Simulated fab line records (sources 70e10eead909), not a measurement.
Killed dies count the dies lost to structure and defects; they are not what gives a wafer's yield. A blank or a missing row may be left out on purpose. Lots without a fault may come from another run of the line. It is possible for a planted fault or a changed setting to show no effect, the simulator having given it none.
A struck lot beside a sound one | flow nand-harc | 13 steps out of a route of 1159
Sound: these wafers, L809.3, L809.5, L809.6. Struck: wafers L798.1, L798.6 (left out: L798.4, a lot-mate that was not struck); the cause follows at the end.
Per side, at each step with rows, come the tool, then ch with its chambers, and then its first start. Under that, the readings that differ: sound wafers | struck wafers | difference of the means | sigmas: that difference in standard deviations of wafers without a fault.
alike: readings with means less than 2 such deviations apart, plus words and numbers identical on both sides. not compared: withheld readings, readings lacking a value on some wafer, bounds such as >300 that could conceal the same value, and numbers that have no deviation in the record and whose values overlap.
Wherever a step has rows on one side only, a row that says differs or no value, or a row with sigmas, the two part there. Numbers that don't overlap but have no deviation are shown without sigmas and don't part them. A reading that every wafer of one side lacks parts them only if that side has two wafers or more.

NHARC_A_SLIT_ETCH_26: etches the open film in C4F8/O2/Ar, time 90 s, target depth 400 nm.
  sound on har-etch-01 ch 0,1, day 19 09:13; struck on har-etch-02 ch 0, day 16 05:03
  reading                         | sound          | struck    | difference | sigmas
  showerhead-plenum-p-Torr (Torr) | 3.81 3.81 3.81 | 3.61 3.60 | -0.21      | -2
  alike: bias-v, chamber-pressure-mTorr, drypump-motor-current-A, throttle-valve-pct
  not compared: rf-hours-counter-h
then, 1 step without rows for these wafers: NHARC_A_SLIT_STRIP_28 (strips in O2/COS).
NHARC_A_SLIT_ETCH_29: etches the open film in CF4/O2, target depth 100 nm, overetch 10 nm, time 55 s.
  sound on rie-diel-01 ch 1,2, day 19 09:44; struck on rie-diel-03 ch 0,3, day 16 05:38
  alike: chamber-pressure-mTorr, drypump-motor-current-A, oes-product-au, rf-vpp-V, showerhead-plenum-p-Torr, throttle-valve-pct
  not compared: rf-hours-counter-h
NHARC_A_SLIT_STRIP_18: strips in O2.
  sound on rie-diel-01 ch 0,1,2; struck on rie-diel-03 ch 2,3
  alike: chamber-pressure-mTorr, drypump-motor-current-A, oes-product-au, rf-vpp-V, showerhead-plenum-p-Torr, throttle-valve-pct
  not compared: rf-hours-counter-h
then, 2 steps without rows for these wafers: NHARC_A_SLIT_PRECLEAN_19 (cleans in SC1); NHARC_A_SLIT_SRD_20.
NHARC_A_SLIT_CD_MEAS_21:
  struck on cd-sem-02, day 16 06:10; sound on cd-sem-03, day 19 10:17
  alike: cd-nm
then, 3 steps without rows for these wafers: NHARC_A_SIN_REMOVE_WET_00 (chemistry H3PO4, time 15300 s); NHARC_A_SIN_REMOVE_PRECLEAN_01 (cleans in SC1); NHARC_A_SIN_REMOVE_SRD_02.
NHARC_A_SIN_REMOVE_INSPECT_04:
  struck on defect-inspect-01, day 16 13:52; sound on defect-inspect-02, day 19 18:00
  alike: raw-defect-count
NHARC_A_WL_FILL_ALD_00: deposits Al2O3, target thk 3 nm, pulse time 3 s, ald cycles 30.
  sound on ald-hk-02 ch 1,2, day 19 18:05; struck on ald-hk-02 ch 0,1, day 16 13:57
  reading    | sound    | struck | difference | sigmas
  ald-cycles | 30 30 30 | 24 24  | -6         |
  alike: heater-power-w, precursor-pulse-height-rel
  not compared: since-wet-clean-h
NHARC_A_WL_FILL_RTA_01: time 5 s.
  sound on rtp-anneal-01 ch 0, day 19 18:23; struck on rtp-anneal-01 ch 0, day 16 14:11
  alike: lamp-power-pct, lamp_zone_4_pct, wafer_temp_C_max

== WHERE THEY PART ==
Within this record, at NHARC_A_SLIT_ETCH_26 only. Later steps at which nothing parts them and some readings are alike: NHARC_A_SLIT_ETCH_29, NHARC_A_SLIT_STRIP_18, NHARC_A_SLIT_CD_MEAS_21, NHARC_A_SIN_REMOVE_INSPECT_04, NHARC_A_WL_FILL_ALD_00, NHARC_A_WL_FILL_RTA_01.

WHY: whatever the simulator had introduced
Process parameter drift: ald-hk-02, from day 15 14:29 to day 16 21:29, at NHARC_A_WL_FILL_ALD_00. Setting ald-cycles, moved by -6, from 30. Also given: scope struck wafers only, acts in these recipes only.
